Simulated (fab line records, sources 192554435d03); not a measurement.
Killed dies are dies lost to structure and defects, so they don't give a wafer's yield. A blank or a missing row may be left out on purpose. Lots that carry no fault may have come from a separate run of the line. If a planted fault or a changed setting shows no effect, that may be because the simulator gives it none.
fab line records | flow n5Finfet
[record] lots = 7 wafers = 21
route steps=1938 shown BEOL_M13@1681 BEOL_M14@1743 BEOL_M15@1800
startH: the number of hours between the record's first day and the start of the first shown wafer of the lot | waitH: hours since the lot's step before | " unchanged from the row above | L1.1+2: one row covering several wafers at once | - no value, or no start given | * or withheld: withheld | < > ~ a bound
route shown NAME@n: NAME is a module with steps in the file, n the number in the route of the first one | usual: mean and standard deviation over wafers with no fault | same: alike in all rows | chamber/n: place in a boat | sites: readings site by site | _std_site: their standard deviation | _edge_site: inner sites' mean taken away from outer sites' mean | radiusMm: for every site, how far away it sits from the centre of the wafer | mask NAME#n: copy n | behind: the most recent tool/chamber to have shaped the wafer | hold: why the lot was held/for how many hours/how that ended | device: which transistor (n, p or np) failed to switch | end of line: at the end of the route, the tests of the same wafers | a step with no rows: only its recipe | killed: count of dies lost to structure and defects at first sort (not the wafer's yield) | map: a wafer's dies, x killed, . not, _ none there
set.NAME: the setting as run; set.NAME@STEP: as run at that earlier step | model.NAME: the simulator's own value behind a step, which no gauge read
lots whose settings were changed on purpose; a table a step, a row a wafer
[[steps]]
[step N5_BEOL_M13_COAT_66]
[recipe] resist = SiARC tempC = 220 timeS = 60 spinRpm = 1500 resistThkNm = 110
// columns lot.wafer tool chamber startH waitH set.spinRpm model.SiARC_of_BEOL_M13_COAT_66.thkNm
L075.1 lithoTrack-03 0 - - 1500 110
L075.2 " 0 " " 1500 110.2
L075.3 " 0 " " 1500 109.8
L076.3 lithoTrack-04 0 - - 1577 107.4
L076.4 " 0 " " 1500 110.8
L076.6 " 0 " " 1500 110.4
L081.1 lithoTrack-03 0 - - 1500 110
L081.2 " 0 " " 1500 110.2
L081.3 " 0 " " 1500 110.4
L083.1 lithoTrack-04 0 - - 1500 110.2
L083.2 " 0 " " 1349 116.6
L083.3 " 0 " " 1349 116.4
L086.3 lithoTrack-02 0 - - 1553 107.6
L086.4 " 0 " " 1553 107.8
L086.6 " 0 " " 1500 110.2
L089.1 lithoTrack-04 0 - - 1587 107.4
L089.3 " 0 " " 1500 110.4
L089.4 " 0 " " 1587 107.2
L090.4 lithoTrack-02 0 - - 1500 110.2
L090.5 " 0 " " 1500 110
L090.6 " 0 " " 1500 109.8
[step N5_BEOL_M13_COAT_22]
[recipe] spinRpm = 2888 resistThkNm = 300
[step N5_BEOL_M13_EBR_24]
[recipe] solvent = PGMEA ebrWidthMm = 1.5
[step N5_BEOL_M13_DESCUM_33]
[recipe] chemistry = O2 timeS = 7.9 sourcePowerW = 50 biasPowerW = 20 pressureMtorr = 20 rfFrequencyHz = 2.712e+07 tempC = 40 o2FlowSccm = 225
[step N5_BEOL_M13_ETCH_67]
[recipe] chemistry = CF4 target = SiARC targetDepthA = 1430 timeS = 238.3 ionEnergyEv = 80 pressureMtorr = 40 sourceW = 545 biasW = 36 Ar_flow_sccm = 100 cf4FlowSccm = 100 ends = cleared
// columns lot.wafer tool chamber startH waitH set.spinRpm@BEOL_M13_COAT_66 model.etch.depthNm model.coat_of_BEOL_M13_COAT_22.thkNm
L075.1 rieDiel-02 0 245.03 0.0 1500 110 213.6
L075.2 " 1 " " 1500 110.2 211.8
L075.3 " 3 " " 1500 109.8 213.6
L076.3 rieDiel-03 1 248.05 0.0 1577 107.5 214.4
L076.4 " 2 " " 1500 110.8 213
L076.6 " 2 " " 1500 110.4 213.4
L081.1 rieDiel-06 3 278.92 0.0 1500 110 213.4
L081.2 " 0 " " 1500 110.2 212.8
L081.3 " 1 " " 1500 110.4 212.4
L083.1 rieDiel-03 0 284.14 0.0 1500 110.2 212.2
L083.2 " 3 " " 1349 116.6 207
L083.3 " 1 " " 1349 116.3 207.2
L086.3+4 rieDiel-06 1,0 315.88 0.0 1553 107.7 212.8
L086.6 " 3 " " 1500 110.1 211
L089.1 rieDiel-02 1 316.52 0.0 1587 107.5 213
L089.3 " 0 " " 1500 110.3 210.2
L089.4 " 2 " " 1587 107.1 212
L090.4 rieDiel-03 0 317.07 0.0 1500 110.3 209.8
L090.5 " 0 " " 1500 110 210.6
L090.6 " 3 " " 1500 109.9 211
[step N5_BEOL_M13_ETCH_68]
[recipe] chemistry = N2/H2 target = SOC maskMaterial = SiARC sourceW = 3000 biasW = 350 tempC = 40 timeS = 355 ionEnergyEv = 200 pressureMtorr = 30 n2FlowSccm = 200 h2FlowSccm = 200
// columns lot.wafer tool chamber startH waitH set.spinRpm@BEOL_M13_COAT_66 model.SiARC_of_BEOL_M13_COAT_66.thkNm
L075.1 rieDiel-02 0 245.17 0.1 1500 76.4
L075.2 " 1 " " 1500 77.2
L075.3 " 3 " " 1500 75.6
L076.3 rieDiel-03 1 248.19 0.1 1577 75
L076.4 " 2 " " 1500 78.6
L076.6 " 2 " " 1500 77.8
L081.1+3 rieDiel-06 3,1 279.07 0.1 1500 77
L081.2 " 0 " " 1500 76.6
L083.1 rieDiel-03 0 284.29 0.1 1500 76.8
L083.2 " 3 " " 1349 83
L083.3 " 1 " " 1349 83.6
L086.3 rieDiel-06 1 316.02 0.1 1553 74.6
L086.4 " 0 " " 1553 74
L086.6 " 3 " " 1500 77.6
L089.1 rieDiel-02 1 316.66 0.1 1587 75.4
L089.3 " 0 " " 1500 78
L089.4 " 2 " " 1587 75
L090.4 rieDiel-03 0 317.21 0.1 1500 77.2
L090.5 " 0 " " 1500 77
L090.6 " 3 " " 1500 76.8
[step N5_BEOL_M14_PEB_26]
[recipe] pebTempC = 130 pebTimeS = 90
// columns lot.wafer tool chamber startH waitH set.pebTempC
L075.1+2+3 lithoTrack-01 0 248.97 0.1 130
L076.3+4 lithoTrack-02 0 251.71 0.0 132.9
L076.6 " 0 " " 130
L081.1+3 lithoTrack-02 0 284.12 0.1 126.6
L081.2 " 0 " " 130
L083.1+2+3 lithoTrack-02 0 288.34 0.1 130
L086.3+6 lithoTrack-05 0 324.80 0.0 130
L086.4 " 0 " " 126.5
L089.1+3+4 lithoTrack-01 0 325.02 0.1 131.8
L090.4+5 lithoTrack-02 0 326.94 0.0 130
L090.6 " 0 " " 126.5
[step N5_BEOL_M14_DEVELOP_27]
[recipe] developTimeS = 45 rinseLiquid = diw dry = airSpin devTempC = 21
[step N5_BEOL_M14_HARDBAKE_32]
[recipe] tempC = 130 timeS = 120
[step N5_BEOL_M14_CD_MEAS_28]
[recipe] targetCdNm = 284.4 landingEnergyEv = 500 detector = seInlens
[usual] cdNm = 284.5/1.4
// columns lot.wafer tool chamber startH waitH set.pebTempC@BEOL_M14_PEB_26 cdNm
L075.1 cdSem-03 0 249.09 - 130 285.8
L075.2 " 0 " " 130 284.1
L075.3 " 0 " " 130 285.0
L076.3 cdSem-02 0 251.83 - 132.9 297.9
L076.4 " 0 " " 132.9 294.9
L076.6 " 0 " " 130 286.0
L081.1 cdSem-02 0 284.23 - 126.6 265.8
L081.2 " 0 " " 130 282.3
L081.3 " 0 " " 126.6 265.7
L083.1 cdSem-03 0 288.46 - 130 282.6
L083.2 " 0 " " 130 281.5
L083.3 " 0 " " 130 282.7
L086.3 cdSem-03 0 324.92 - 130 285.7
L086.4 " 0 " " 126.5 266.7
L086.6 " 0 " " 130 286.2
L089.1 cdSem-03 0 325.13 - 131.8 290.5
L089.3 " 0 " " 131.8 291.2
L089.4 " 0 " " 131.8 290.8
L090.4 cdSem-02 0 327.06 - 130 286.5
L090.5 " 0 " " 130 283.5
L090.6 " 0 " " 126.5 265.9
[step N5_BEOL_M14_DESCUM_33]
[recipe] chemistry = O2 timeS = 7.9 sourcePowerW = 50 biasPowerW = 20 pressureMtorr = 20 rfFrequencyHz = 2.712e+07 tempC = 40 o2FlowSccm = 225
// columns lot.wafer tool chamber startH waitH set.pebTempC@BEOL_M14_PEB_26 model.BEOL_M14.cdNm
L075.1 rieDiel-01 0 249.37 0.2 130 285.6
L075.2 " 1 " " 130 284.4
L075.3 " 2 " " 130 285.2
L076.3 rieDiel-01 2 251.95 0.1 132.9 297.8
L076.4 " 1 " " 132.9 294.8
L076.6 " 1 " " 130 285.4
L081.1 rieDiel-05 0 284.32 0.0 126.6 266
L081.2 " 1 " " 130 282.4
L081.3 " 3 " " 126.6 265.8
L083.1 rieDiel-01 0 288.55 0.0 130 282.4
L083.2 " 2 " " 130 281.6
L083.3 " 1 " " 130 282.6
L086.3 rieDiel-04 0 325.12 0.2 130 285.8
L086.4 " 0 " " 126.5 266.8
L086.6 " 1 " " 130 286.6
L089.1 rieDiel-05 2 325.60 0.4 131.8 290.8
L089.3+4 " 1,3 " " 131.8 291
L090.4 rieDiel-05 1 327.14 0.0 130 286.4
L090.5 " 1 " " 130 283.4
L090.6 " 2 " " 126.5 266
[step N5_BEOL_M14_ETCH_67]
[recipe] chemistry = CF4 target = SiARC targetDepthA = 1430 timeS = 238.3 ionEnergyEv = 80 pressureMtorr = 40 sourceW = 545 biasW = 36 Ar_flow_sccm = 100 cf4FlowSccm = 100 ends = cleared
// columns lot.wafer tool chamber startH waitH set.pebTempC@BEOL_M14_PEB_26 model.BEOL_M14.cdNm
L075.1 rieDiel-01 0 249.40 0.0 130 281.2
L075.2 " 1 " " 130 280.2
L075.3 " 2 " " 130 281.4
L076.3 rieDiel-01 2 251.99 0.0 132.9 293.4
L076.4 " 1 " " 132.9 290
L076.6 " 1 " " 130 281.6
L081.1 rieDiel-05 0 284.36 0.0 126.6 261.4
L081.2 " 1 " " 130 278.8
L081.3 " 3 " " 126.6 260.8
L083.1 rieDiel-01 0 288.58 0.0 130 278
L083.2 " 2 " " 130 276.8
L083.3 " 1 " " 130 278.4
L086.3 rieDiel-04 0 325.16 0.0 130 281.6
L086.4 " 0 " " 126.5 262.6
L086.6 " 1 " " 130 282
L089.1 rieDiel-05 2 325.64 0.0 131.8 286
L089.3 " 1 " " 131.8 287.2
L089.4 " 3 " " 131.8 286.4
L090.4 rieDiel-05 1 327.18 0.0 130 282.2
L090.5 " 1 " " 130 279.2
L090.6 " 2 " " 126.5 261.2
[step N5_BEOL_M14_TRENCH_ETCH_34]
[recipe] chemistry = C4F8/O2/Ar target = SiO2 targetDepthA = 5566.5 maskMaterial = SOC heInnerTorr = 15 heOuterTorr = 30 timeS = 126.9 ionEnergyEv = 800 pressureMtorr = 20 sourceW = 1905 biasW = 2040 Ar_flow_sccm = 400 C4F8_flow_sccm = 16 O2_flow_sccm = 12
[usual] rfVppV = 2227/16
// columns lot.wafer tool chamber startH waitH set.biasW rfVppV model.etch.depthNm
L075.1 rieDiel-01 0 249.83 0.0 2040 2225 545.3
L075.2 " 1 " " 2040 2238 545.8
L075.3 " 2 " " 2040 2230 538.6
L076.3 rieDiel-01 2 252.41 0.0 2040 2232 546.2
L076.4 " 1 " " 1729 1992 526.5
L076.6 " 1 " " 1729 1992 527.6
L081.1 rieDiel-05 0 284.78 0.0 2040 2231 545.6
L081.2 " 1 " " 2040 2250 550.3
L081.3 " 3 " " 2040 2221 557.6
L083.1 rieDiel-01 0 289.00 0.0 1692 1949 525.8
L083.2 " 2 " " 1692 1954 513.7
L083.3 " 1 " " 2040 2239 554.3
L086.3 rieDiel-04 0 325.58 0.0 2040 2250 566.3
L086.4 " 0 " " 2040 2252 568.1
L086.6 " 1 " " 2040 2223 563.5
L089.1 rieDiel-05 2 326.06 0.0 2207 2340 554.6
L089.3 " 1 " " 2040 2249 542.7
L089.4 " 3 " " 2207 2346 560.9
L090.4 rieDiel-05 1 327.60 0.0 2350 2478 573
L090.5 " 1 " " 2350 2479 573.7
L090.6 " 2 " " 2040 2217 556.7
[step N5_BEOL_M14_STRIP_70]
[recipe] chemistry = C4F8/O2/Ar resist = SiARC rfFrequencyHz = 6e+07
[step N5_BEOL_M14_OCD_MEAS_35]
[usual] trenchDepthNm = 551/8.1
// columns lot.wafer tool chamber startH waitH set.biasW@BEOL_M14_TRENCH_ETCH_34 trenchDepthNm
L075.1 ocd-01 - 249.98 0.0 2040 545
L075.2 " - " " 2040 546
L075.3 " - " " 2040 539
L076.3 ocd-01 - 252.57 0.0 2040 546
L076.4 " - " " 1729 527
L076.6 " - " " 1729 527
L081.1 ocd-02 - 284.93 0.0 2040 545
L081.2 " - " " 2040 551
L081.3 " - " " 2040 557
L083.1 ocd-02 - 289.15 0.0 1692 526
L083.2 " - " " 1692 514
L083.3 " - " " 2040 554
L086.3 ocd-01 - 325.74 0.0 2040 567
L086.4 " - " " 2040 568
L086.6 " - " " 2040 563
L089.1 ocd-01 - 326.21 0.0 2207 555
L089.3 " - " " 2040 543
L089.4 " - " " 2207 561
L090.4 ocd-01 - 327.76 0.0 2350 573
L090.5 " - " " 2350 573
L090.6 " - " " 2040 556
[step N5_BEOL_M14_STRIP_37]
[recipe] chemistry = O2 powerW = 600 tempC = 60 pressureMtorr = 30 rfFrequencyHz = 6e+07 biasPowerW = 0 overashFraction = 0.3 o2FlowSccm = 225
[step N5_BEOL_M14_ETCH_38]
[recipe] chemistry = CF4/N2 target = SiCN targetDepthA = 1065 taperDeg = 2 timeS = 120.6 ionEnergyEv = 150 maskMaterial = SiO2 pressureMtorr = 40 sourceW = 430 biasW = 70 Ar_flow_sccm = 100 cf4FlowSccm = 60 n2FlowSccm = 60
[step N5_BEOL_M14_ECD_47]
[recipe] material = Cu targetThkA = 12480
[step N5_BEOL_M14_ANNEAL_48]
[recipe] tempC = 225 timeS = 90 ambient = N2
[step N5_BEOL_M14_CMP_49]
[recipe] stopOn = SiO2 tOverpolishS = 5.2 downForcePsi = 2 platenRpm = 80 clearingPlatenDownForcePsi = 2 clearingPlatenRpm = 80 postCmpClean = cuAlkaline targetThkNm = 560 clearingPlatenPadVelocityMS = 1.5917 padVelocityMS = 1.5917
// columns lot.wafer tool chamber startH waitH set.biasW@BEOL_M14_TRENCH_ETCH_34 model.Cu_of_BEOL_M14_ECD_47.thkNm
L075.1 cmp-02 3 253.68 0.3 2040 551.2
L075.3 " 0 " " 2040 543.6
L075.2 " 1 " " 2040 550
L076.3 cmp-01 0 254.37 0.3 2040 549.6
L076.4 " 1 " " 1729 528.8
L076.6 " 3 " " 1729 530.6
L081.3 cmp-01 1 287.67 0.2 2040 559.8
L081.1 " 3 " " 2040 548.6
L081.2 " 0 " " 2040 553.2
L083.2 cmp-01 1 291.48 0.2 1692 517
L083.3 " 2 " " 2040 556.2
L083.1 " 3 " " 1692 527.6
L086.4 cmp-04 0 329.41 0.1 2040 571
L086.3 " 2 " " 2040 569.4
L086.6 " 1 " " 2040 566
L089.4 cmp-04 3 330.09 0.5 2207 565.4
L089.3 " 0 " " 2040 545.6
L089.1 " 1 " " 2207 557.8
L090.4 cmp-02 0 330.91 0.3 2350 574.2
L090.5 " 0 " " 2350 577
L090.6 " 1 " " 2040 558.4
[step N5_BEOL_M14_THK_MEAS_50]
[recipe] thkMeasGauge = xrf reads = Cu_of_BEOL_M14_ECD_47
[usual] M14_THK = 551/8.9
// columns lot.wafer tool chamber startH waitH set.biasW@BEOL_M14_TRENCH_ETCH_34 M14_THK[nm]
L075.1 filmMetro-02 - 253.93 - 2040 541
L075.2 " - " " 2040 540
L075.3 " - " " 2040 537
L076.3 filmMetro-01 - 254.59 - 2040 549
L076.4 " - " " 1729 529
L076.6 " - " " 1729 528
L081.1 filmMetro-02 - 287.96 - 2040 538
L081.2 " - " " 2040 541
L081.3 " - " " 2040 547
L083.1 filmMetro-02 - 291.74 - 1692 525
L083.2 " - " " 1692 516
L083.3 " - " " 2040 550
L086.3 filmMetro-02 - 329.70 - 2040 569
L086.4 " - " " 2040 572
L086.6 " - " " 2040 562
L089.1 filmMetro-01 - 330.38 - 2207 555
L089.3 " - " " 2040 542
L089.4 " - " " 2207 562
L090.4 filmMetro-01 - 331.21 - 2350 578
L090.5 " - " " 2350 579
L090.6 " - " " 2040 563
[step N5_BEOL_M14_PRE_CLEAN_52]
[recipe] gas = NH3 timeS = 15 tempC = withheld rfPowerW = 300
[step N5_BEOL_M14_DEP_53]
[recipe] material = SiCN targetThkA = 500 tempC = withheld precursor = 3MS/NH3 pressureTorr = 3 rfW = 675 timeS = 17.8
[step N5_BEOL_M14_RS_MEAS_54]
[recipe] thkMeasGauge = four-point-probe reads = Cu_of_BEOL_M14_ECD_47+Ta_of_BEOL_M14_SPUTTER_44+TaN_of_BEOL_M14_SPUTTER_43
[usual] M14_RS = 0.0335/0.0005
// columns lot.wafer tool chamber startH waitH set.biasW@BEOL_M14_TRENCH_ETCH_34 M14_RS[ohm/sq]
L075.1 filmMetro-01 - 254.06 0.0 2040 0.0337
L075.2 " - " " 2040 0.0338
L075.3 " - " " 2040 0.0342
L076.3 filmMetro-02 - 254.72 0.1 2040 0.0339
L076.4 " - " " 1729 0.0352
L076.6 " - " " 1729 0.0352
L081.1 filmMetro-01 - 288.09 0.0 2040 0.0338
L081.2 " - " " 2040 0.0336
L081.3 " - " " 2040 0.0332
L083.1 filmMetro-01 - 291.87 0.0 1692 0.0353
L083.2 " - " " 1692 0.0360
L083.3 " - " " 2040 0.0335
L086.3 filmMetro-01 - 329.83 0.1 2040 0.0326
L086.4 " - " " 2040 0.0326
L086.6 " - " " 2040 0.0328
L089.1 filmMetro-02 - 330.51 0.0 2207 0.0333
L089.3 " - " " 2040 0.0342
L089.4 " - " " 2207 0.0329
L090.4 filmMetro-02 - 331.34 0.0 2350 0.0323
L090.5 " - " " 2350 0.0322
L090.6 " - " " 2040 0.0333
[step N5_BEOL_M15_EXPOSE_25]
[recipe] maskId = M15 na = 0.8 sourceShape = annular sigmaInner = 0.5 sigmaOuter = 0.8 polarization = unpolarized targetCdNm = 400 doseMj = 35.5
// columns lot.wafer tool chamber startH waitH mask set.doseMj
L075.1+2+3 krfScanner-01 0 256.21 - M15#0 35.5
L076.3+4 krfScanner-01 0 257.05 - M15#0 33.37
L076.6 " 0 " " M15#0 35.5
L081.1+3 krfScanner-02 0 290.27 - M15#0 33.62
L081.2 " 0 " " M15#0 35.5
L083.1+3 krfScanner-02 0 294.01 - M15#0 35.5
L083.2 " 0 " " M15#0 36.18
L086.3+4 krfScanner-02 0 331.95 - M15#0 35.5
L086.6 " 0 " " M15#0 34.5
L089.1 krfScanner-02 0 333.47 - M15#0 34.06
L089.3+4 " 0 " " M15#0 35.5
L090.4+6 krfScanner-02 0 333.52 - M15#0 35.5
L090.5 " 0 " " M15#0 34.39
[step N5_BEOL_M15_PEB_26]
[recipe] pebTempC = 130 pebTimeS = 90
[step N5_BEOL_M15_DEVELOP_27]
[recipe] developTimeS = 45 rinseLiquid = diw dry = airSpin devTempC = 21
[step N5_BEOL_M15_HARDBAKE_32]
[recipe] tempC = 130 timeS = 120
[step N5_BEOL_M15_CD_MEAS_28]
[recipe] targetCdNm = 407.6 landingEnergyEv = 500 detector = seInlens
[usual] cdNm = 407.4/1.7
// columns lot.wafer tool chamber startH waitH set.doseMj@BEOL_M15_EXPOSE_25 cdNm
L075.1 cdSem-03 0 256.38 - 35.5 406.2
L075.2 " 0 " " 35.5 405.4
L075.3 " 0 " " 35.5 405.9
L076.3 cdSem-02 0 257.22 - 33.37 396.2
L076.4 " 0 " " 33.37 398.3
L076.6 " 0 " " 35.5 406.5
L081.1 cdSem-02 0 290.44 - 33.62 401.4
L081.2 " 0 " " 35.5 410.0
L081.3 " 0 " " 33.62 400.9
L083.1 cdSem-01 0 294.18 - 35.5 409.8
L083.2 " 0 " " 36.18 413.9
L083.3 " 0 " " 35.5 408.3
L086.3 cdSem-03 0 332.11 - 35.5 406.0
L086.4 " 0 " " 35.5 404.8
L086.6 " 0 " " 34.5 400.9
L089.1 cdSem-02 0 333.64 - 34.06 398.6
L089.3 " 0 " " 35.5 406.7
L089.4 " 0 " " 35.5 404.9
L090.4 cdSem-01 0 333.68 - 35.5 405.7
L090.5 " 0 " " 34.39 402.5
L090.6 " 0 " " 35.5 405.3
[step N5_BEOL_M15_DESCUM_33]
[recipe] chemistry = O2 timeS = 7.9 sourcePowerW = 50 biasPowerW = 20 pressureMtorr = 20 rfFrequencyHz = 2.712e+07 tempC = 40 o2FlowSccm = 225
// columns lot.wafer tool chamber startH waitH set.doseMj@BEOL_M15_EXPOSE_25 model.BEOL_M15.cdNm
L075.1 rieDiel-03 2 256.49 0.1 35.5 406
L075.2 " 1 " " 35.5 405
L075.3 " 3 " " 35.5 406.2
L076.3 rieDiel-06 1 257.30 0.0 33.37 396.6
L076.4 " 2 " " 33.37 398.4
L076.6 " 3 " " 35.5 406.6
L081.1 rieDiel-03 0 290.53 0.0 33.62 401.2
L081.2 " 2 " " 35.5 410.2
L081.3 " 1 " " 33.62 401
L083.1 rieDiel-06 2 294.31 0.1 35.5 409.8
L083.2 " 0 " " 36.18 413.8
L083.3 " 3 " " 35.5 408.4
L086.3 rieDiel-06 1 332.62 0.5 35.5 406.4
L086.4 " 3 " " 35.5 405
L086.6 " 0 " " 34.5 401.2
L089.1 rieDiel-06 0 334.20 0.5 34.06 398.8
L089.3 " 1 " " 35.5 407
L089.4 " 3 " " 35.5 405.2
L090.4 rieDiel-06 0 334.46 0.7 35.5 405.6
L090.5 " 3 " " 34.39 402.6
L090.6 " 1 " " 35.5 405
[step N5_BEOL_M15_TRENCH_ETCH_34]
[recipe] chemistry = C4F8/O2/Ar target = SiO2 targetDepthA = 8729.3 heInnerTorr = 15 heOuterTorr = 30 timeS = 199 ionEnergyEv = 800 pressureMtorr = 20 sourceW = 1905 biasW = 2040 Ar_flow_sccm = 400 C4F8_flow_sccm = 16 O2_flow_sccm = 12
[usual] rfVppV = 2220/25
// columns lot.wafer tool chamber startH waitH set.biasW rfVppV
L075.1 rieDiel-03 2 256.58 0.0 2040 2217
L075.2 " 1 " " 2040 2226
L075.3 " 3 " " 2040 2254
L076.3 rieDiel-06 1 257.39 0.0 2040 2204
L076.4 " 2 " " 2040 2257
L076.6 " 3 " " 2040 2199
L081.1 rieDiel-03 0 290.62 0.0 1726 2005
L081.2 " 2 " " 1726 1970
L081.3 " 1 " " 2040 2224
L083.1 rieDiel-06 2 294.40 0.0 2040 2256
L083.2 " 0 " " 1857 2050
L083.3 " 3 " " 1857 2059
L086.3 rieDiel-06 1 332.71 0.0 2040 2203
L086.4 " 3 " " 2040 2198
L086.6 " 0 " " 2040 2191
L089.1 rieDiel-06 0 334.28 0.0 2040 2190
L089.3 " 1 " " 1689 1928
L089.4 " 3 " " 1689 1922
L090.4 rieDiel-06 0 334.60 0.1 2040 2191
L090.5 " 3 " " 1898 2090
L090.6 " 1 " " 2040 2205
[[key]]
[split] step = N5_BEOL_M13_COAT_66 setting = spinRpm stated = 1500 by = wafer
[response] step = N5_BEOL_M13_COAT_66 reading = model.SiARC_of_BEOL_M13_COAT_66.thkNm change = -0.614 per = 1% r = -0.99
[response] step = N5_BEOL_M13_ETCH_67 reading = model.etch.depthNm change = -0.605 per = 1% r = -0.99
[response] step = N5_BEOL_M13_ETCH_67 reading = model.coat_of_BEOL_M13_COAT_22.thkNm change = +0.444 per = 1% r = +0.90
[response] step = N5_BEOL_M13_ETCH_68 reading = model.SiARC_of_BEOL_M13_COAT_66.thkNm change = -0.631 per = 1% r = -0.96
[split] step = N5_BEOL_M14_PEB_26 setting = pebTempC stated = 130 by = wafer
[response] step = N5_BEOL_M14_CD_MEAS_28 reading = cdNm change = +6.46 per = 1% r = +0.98
[response] step = N5_BEOL_M14_DESCUM_33 reading = model.BEOL_M14.cdNm change = +6.48 per = 1% r = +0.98
[response] step = N5_BEOL_M14_ETCH_67 reading = model.BEOL_M14.cdNm change = +6.58 per = 1% r = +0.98
[split] step = N5_BEOL_M14_TRENCH_ETCH_34 setting = biasW stated = 2040 by = wafer
[response] step = N5_BEOL_M14_TRENCH_ETCH_34 reading = rfVppV change = +16.2 per = 1% r = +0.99
[response] step = N5_BEOL_M14_TRENCH_ETCH_34 reading = model.etch.depthNm change = +1.53 per = 1% r = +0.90
[response] step = N5_BEOL_M14_OCD_MEAS_35 reading = trenchDepthNm change = +1.53 per = 1% r = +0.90
[response] step = N5_BEOL_M14_CMP_49 reading = model.Cu_of_BEOL_M14_ECD_47.thkNm change = +1.55 per = 1% r = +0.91
[response] step = N5_BEOL_M14_THK_MEAS_50 reading = M14_THK change = +1.46 per = 1% r = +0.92
[response] step = N5_BEOL_M14_RS_MEAS_54 reading = M14_RS change = -9.79e-05 per = 1% r = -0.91
[split] step = N5_BEOL_M15_EXPOSE_25 setting = doseMj stated = 35.5 by = wafer
[response] step = N5_BEOL_M15_CD_MEAS_28 reading = cdNm change = +1.6 per = 1% r = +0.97
[response] step = N5_BEOL_M15_DESCUM_33 reading = model.BEOL_M15.cdNm change = +1.6 per = 1% r = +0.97
[split] step = N5_BEOL_M15_TRENCH_ETCH_34 setting = biasW stated = 2040 by = wafer
[response] step = N5_BEOL_M15_TRENCH_ETCH_34 reading = rfVppV change = +16.3 per = 1% r = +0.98
